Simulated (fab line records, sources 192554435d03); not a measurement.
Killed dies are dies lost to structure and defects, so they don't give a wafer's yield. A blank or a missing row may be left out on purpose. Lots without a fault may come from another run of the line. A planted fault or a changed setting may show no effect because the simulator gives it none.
Which tool did it? | flow n5_finfet | 12 lots, 36 wafers sampled, at 1 step of a route of 1938

WHAT THE GAUGES READ, wafer by wafer
N5_BEOL_M11_CD_MEAS_35: target cd 70 nm.
lot  | measured     | on        | cd_nm (nm)
L075 | day 11 09:02 | cd_sem-02 | 70.6 71.5 68.6
L078 | day 11 16:46 | cd_sem-02 | 70.7 70.5 70.6
L081 | day 12 01:32 | cd_sem-02 | 69.2 69.4 69.2
L080 | day 12 09:44 | cd_sem-03 | 69.3 70.0 68.5
L082 | day 12 16:42 | cd_sem-01 | 69.4 68.9 69.6
L085 | day 13 09:27 | cd_sem-03 | 69.2 70.1 70.0
L086 | day 14 02:32 | cd_sem-02 | 70.4 71.0 71.1
L087 | day 14 21:04 | cd_sem-01 | 70.8 68.7 69.2
L090 | day 15 02:43 | cd_sem-02 | 70.2 68.9 70.3
L094 | day 15 04:21 | cd_sem-01 | 71.4 71.0 70.9
L095 | day 16 15:58 | cd_sem-01 | 71.3 70.3 70.3
L096 | day 17 20:20 | cd_sem-01 | 69.8 68.7 69.0

WHICH TOOL RAN EACH LOT (tool, then ch and the chambers of the sampled wafers, then the start)
The record holds no process step before these readings.

THE ANSWER, worked out from the rows above alone
Rule: what is usual is taken from the lots themselves. Put in order of their means at a reading, lots are off if they are a third of the lots or fewer, leave a main group of 4 or more, and stand apart from it by a gap of 3 or more times the standard deviation of the main group's means; of several such gaps the widest counts. A main group whose means are all the same, to the digits that the tables above print for the reading, isn't used. A lot without any number at a reading at which 4 lots or more have one is off too. The other lots that the step has rows for count as sound.
No lot is off at any reading shown: from this, nothing can be told.

WHAT THE SIMULATOR HAD PUT IN
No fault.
